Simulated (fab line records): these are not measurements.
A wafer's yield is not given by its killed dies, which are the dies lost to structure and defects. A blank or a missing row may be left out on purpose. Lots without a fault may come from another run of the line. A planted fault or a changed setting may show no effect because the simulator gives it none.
Matching of chambers :: flow nandHarc :: rieDiel-01 running NHARC_A_STAIRCASE_ETCH_169: 4 sister chambers
The step etches the open film in CH3F/O2, target depth 50 nm, time 107.1 s. 4 wafers are shown with their chamber, then 7 later ones without.

## EACH WAFER AND ITS CHAMBER
wafer: L081.1
chamber: 3
showerheadPlenumPTorr (Torr): 2.33

wafer: L081.4
chamber: 2
showerheadPlenumPTorr (Torr): 2.44

wafer: L083.1
chamber: 1
showerheadPlenumPTorr (Torr): 2.55

wafer: L083.4
chamber: 0
showerheadPlenumPTorr (Torr): 2.49

## WAFERS WHOSE CHAMBER IS MISSING
wafer: L083.5
showerheadPlenumPTorr (Torr): 2.43

wafer: L082.1
showerheadPlenumPTorr (Torr): 2.43

wafer: L082.2
showerheadPlenumPTorr (Torr): 2.49

wafer: L082.5
showerheadPlenumPTorr (Torr): 2.49

wafer: L096.2
showerheadPlenumPTorr (Torr): 2.54

wafer: L096.5
showerheadPlenumPTorr (Torr): 2.42

wafer: L096.6
showerheadPlenumPTorr (Torr): 2.54

## CHAMBER TAKEN BY EACH
wafer: L083.5
from the rows above: 2
in truth: 2

wafer: L082.1
from the rows above: 2
in truth: 2

wafer: L082.2
from the rows above: 0
in truth: 0

wafer: L082.5
from the rows above: 0
in truth: 0

wafer: L096.2
from the rows above: 1
in truth: 1

wafer: L096.5
from the rows above: 2
in truth: 2

wafer: L096.6
from the rows above: 1
in truth: 1
Placed correctly: 7 of 7. Left unplaced by these rows: 0. Wrongly placed: 0.
How it was worked out, from the rows above alone: a wafer's distance from a chamber is the root of the sum, over the readings, of the square of ((its reading less the chamber's mean) divided by the reading's scatter). If the next closest chamber is less than 2 further off than the closest, the wafer can't be placed; otherwise it belongs to the closest. Each chamber's mean is taken over the wafers shown for it. The scatter: with one shown wafer a chamber, the root of the mean of the squares of how far each hidden wafer lies from its nearest shown one.
